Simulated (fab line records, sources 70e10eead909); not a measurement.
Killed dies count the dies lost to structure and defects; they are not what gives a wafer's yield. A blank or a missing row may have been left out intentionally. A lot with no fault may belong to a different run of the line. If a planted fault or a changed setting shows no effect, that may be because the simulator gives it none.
Matching of chambers + flow nand_harc + 4 sister chambers for NHARC_A_WL_FILL_ALD_00 on ald_hk-01
The step deposits Al2O3, target thk 3 nm, pulse time 3 s, ald cycles 30. 8 wafers are shown with their chamber, then 8 later ones without.

EACH WAFER AND ITS CHAMBER
| wafer  | chamber | heater_power_w (W) | precursor_pulse_height_rel |
|--------|---------|--------------------|----------------------------|
| L344.1 | 1       | 373                | 1.002                      |
| L344.3 | 2       | 445                | 1.015                      |
| L349.5 | 3       | 439                | 0.961                      |
| L349.6 | 0       | 519                | 1.003                      |
| L351.1 | 3       | 447                | 0.977                      |
| L351.2 | 0       | 518                | 1.000                      |
| L351.6 | 2       | 434                | 0.962                      |
| L352.3 | 1       | 384                | 1.010                      |

WAFERS MISSING THEIR CHAMBER
| wafer  | heater_power_w (W) | precursor_pulse_height_rel |
|--------|--------------------|----------------------------|
| L352.4 | 535                | 0.990                      |
| L352.5 | 445                | 1.014                      |
| L355.3 | 505                | 1.002                      |
| L355.4 | 440                | 1.019                      |
| L355.6 | 435                | 0.996                      |
| L364.2 | 438                | 0.975                      |
| L364.4 | 442                | 1.010                      |
| L364.6 | 450                | 0.967                      |

WHICH CHAMBER EACH WENT THROUGH
| wafer  | from the rows above     | in truth |
|--------|-------------------------|----------|
| L352.4 | 0                       | 0        |
| L352.5 | can't be placed: 2 or 3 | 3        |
| L355.3 | 0                       | 0        |
| L355.4 | can't be placed: 2 or 3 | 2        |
| L355.6 | can't be placed: 2 or 3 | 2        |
| L364.2 | can't be placed: 2 or 3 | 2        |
| L364.4 | can't be placed: 2 or 3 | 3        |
| L364.6 | can't be placed: 3 or 2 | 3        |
Correctly placed: 2 of 8. Not placeable from these rows: 6 (in 6, the candidates include the true chamber). Wrongly placed: 0.
How it was worked out, from the rows above alone: a wafer's distance from a chamber is the root of the sum, over the readings, of the square of ((its reading less the chamber's mean) divided by the reading's scatter). If the next closest chamber is less than 2 further off than the closest, the wafer can't be placed; otherwise it belongs to the closest. Each chamber's mean is taken over the wafers shown for it. How the scatter is found: for the shown wafers, subtract from each reading the mean of its chamber, square and add these, divide the total by (wafers less chambers), then take the root.
